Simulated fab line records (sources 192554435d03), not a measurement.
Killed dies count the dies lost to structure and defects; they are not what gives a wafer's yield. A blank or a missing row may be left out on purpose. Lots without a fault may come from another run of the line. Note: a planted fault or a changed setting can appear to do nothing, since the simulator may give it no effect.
Which tool is to blame? || flow n5_finfet || 12 lots, 36 wafers sampled, at 3 steps of a route of 1938

WHAT THE GAUGES SHOWED, per wafer
N5_BEOL_M0_CUTY_CD_MEAS_57: the cd target is 200 nm.
{"lot": "L075", "measured": "day 5 23:22", "on": "cd_sem-03", "cd_nm (nm)": "201.5 201.1 199.8"}
{"lot": "L077", "measured": "day 6 09:23", "on": "cd_sem-02", "cd_nm (nm)": "199.8 199.7 200.7"}
{"lot": "L079", "measured": "day 7 00:56", "on": "cd_sem-03", "cd_nm (nm)": "201.6 201.2 199.9"}
{"lot": "L081", "measured": "day 7 12:37", "on": "cd_sem-01", "cd_nm (nm)": "199.6 198.9 200.7"}
{"lot": "L083", "measured": "day 7 22:11", "on": "cd_sem-01", "cd_nm (nm)": "198.6 200.0 199.2"}
{"lot": "L085", "measured": "day 8 12:35", "on": "cd_sem-01", "cd_nm (nm)": "199.5 199.4 198.6"}
{"lot": "L087", "measured": "day 9 03:40", "on": "cd_sem-01", "cd_nm (nm)": "199.8 200.2 201.0"}
{"lot": "L089", "measured": "day 9 09:07", "on": "cd_sem-01", "cd_nm (nm)": "199.2 201.2 201.1"}
{"lot": "L091", "measured": "day 10 00:17", "on": "cd_sem-03", "cd_nm (nm)": "201.3 201.5 200.1"}
{"lot": "L093", "measured": "day 10 12:23", "on": "cd_sem-02", "cd_nm (nm)": "197.7 200.1 199.1"}
{"lot": "L095", "measured": "day 11 00:58", "on": "cd_sem-02", "cd_nm (nm)": "200.5 200.1 200.9"}
{"lot": "L097", "measured": "day 11 07:58", "on": "cd_sem-01", "cd_nm (nm)": "199.2 199.4 199.9"}

TOOL THAT RAN EACH LOT (tool first, then ch and the chambers of the sampled wafers, then the start)
{"lot": "L075", "N5_BEOL_M0_SAQP_SPACER2_ETCHBACK_27": "rie_diel-06 ch 1,3, day 5 21:24", "N5_BEOL_M0_SAQP_ALD_48": "ald_sin-01 ch 2,3, day 5 22:20"}
{"lot": "L077", "N5_BEOL_M0_SAQP_SPACER2_ETCHBACK_27": "rie_diel-02 ch 0,2,3, day 6 07:20", "N5_BEOL_M0_SAQP_ALD_48": "ald_sin-01 ch 0,2,3, day 6 08:23"}
{"lot": "L079", "N5_BEOL_M0_SAQP_SPACER2_ETCHBACK_27": "rie_diel-01 ch 1,2, day 6 22:49", "N5_BEOL_M0_SAQP_ALD_48": "ald_sin-03 ch 0,3, day 6 23:55"}
{"lot": "L081", "N5_BEOL_M0_SAQP_SPACER2_ETCHBACK_27": "rie_diel-02 ch 2,3, day 7 10:26", "N5_BEOL_M0_SAQP_ALD_48": "ald_sin-04 ch 1,2, day 7 11:36"}
{"lot": "L083", "N5_BEOL_M0_SAQP_SPACER2_ETCHBACK_27": "rie_diel-01 ch 2,3, day 7 20:07", "N5_BEOL_M0_SAQP_ALD_48": "ald_sin-01 ch 0,1,3, day 7 21:01"}
{"lot": "L085", "N5_BEOL_M0_SAQP_SPACER2_ETCHBACK_27": "rie_diel-01 ch 0,1,2, day 8 10:38", "N5_BEOL_M0_SAQP_ALD_48": "ald_sin-04 ch 1,3, day 8 11:41"}
{"lot": "L087", "N5_BEOL_M0_SAQP_SPACER2_ETCHBACK_27": "rie_diel-02 ch 0,1,2, day 9 01:28", "N5_BEOL_M0_SAQP_ALD_48": "ald_sin-04 ch 0,1, day 9 02:39"}
{"lot": "L089", "N5_BEOL_M0_SAQP_SPACER2_ETCHBACK_27": "rie_diel-01 ch 1,3, day 9 07:04", "N5_BEOL_M0_SAQP_ALD_48": "ald_sin-01 ch 2,3, day 9 08:05"}
{"lot": "L091", "N5_BEOL_M0_SAQP_SPACER2_ETCHBACK_27": "rie_diel-02 ch 2,3, day 9 22:22", "N5_BEOL_M0_SAQP_ALD_48": "ald_sin-04 ch 1,2, day 9 23:16"}
{"lot": "L093", "N5_BEOL_M0_SAQP_SPACER2_ETCHBACK_27": "rie_diel-06 ch 0,1,3, day 10 10:12", "N5_BEOL_M0_SAQP_ALD_48": "ald_sin-03 ch 0,1,2, day 10 11:18"}
{"lot": "L095", "N5_BEOL_M0_SAQP_SPACER2_ETCHBACK_27": "rie_diel-02 ch 0,1,3, day 10 22:28", "N5_BEOL_M0_SAQP_ALD_48": "ald_sin-01 ch 1,2, day 11 00:05"}
{"lot": "L097", "N5_BEOL_M0_SAQP_SPACER2_ETCHBACK_27": "rie_diel-02 ch 0,1,3, day 11 05:57", "N5_BEOL_M0_SAQP_ALD_48": "ald_sin-03 ch 1,3, day 11 06:52"}
- N5_BEOL_M0_SAQP_SPACER2_ETCHBACK_27: etches SiO2 in CHF3/O2, target depth 22.5 nm, time 11.25 s.
- N5_BEOL_M0_SAQP_ALD_48: deposits SiO2, target thk 20 nm, pulse time 1 s, co reactant pulse time 1 s.

THE ANSWER, worked out from the rows above alone
Rule: what is usual is taken from the lots themselves. The widest of any qualifying gaps counts: lots, ordered by their means at a reading, are off when they make up no more than a third of the lots, leave a main group of 4 or more, and stand apart from it by 3 or more times the standard deviation of that group's means. Not used: any main group whose means are identical at the precision the tables above print for the reading. Also off: a lot with no number at a reading for which 4 or more lots have one. The other lots that the step has rows for count as sound.
No lot is off at any reading shown: from this, nothing can be told.

WHAT WAS PUT IN BY THE SIMULATOR
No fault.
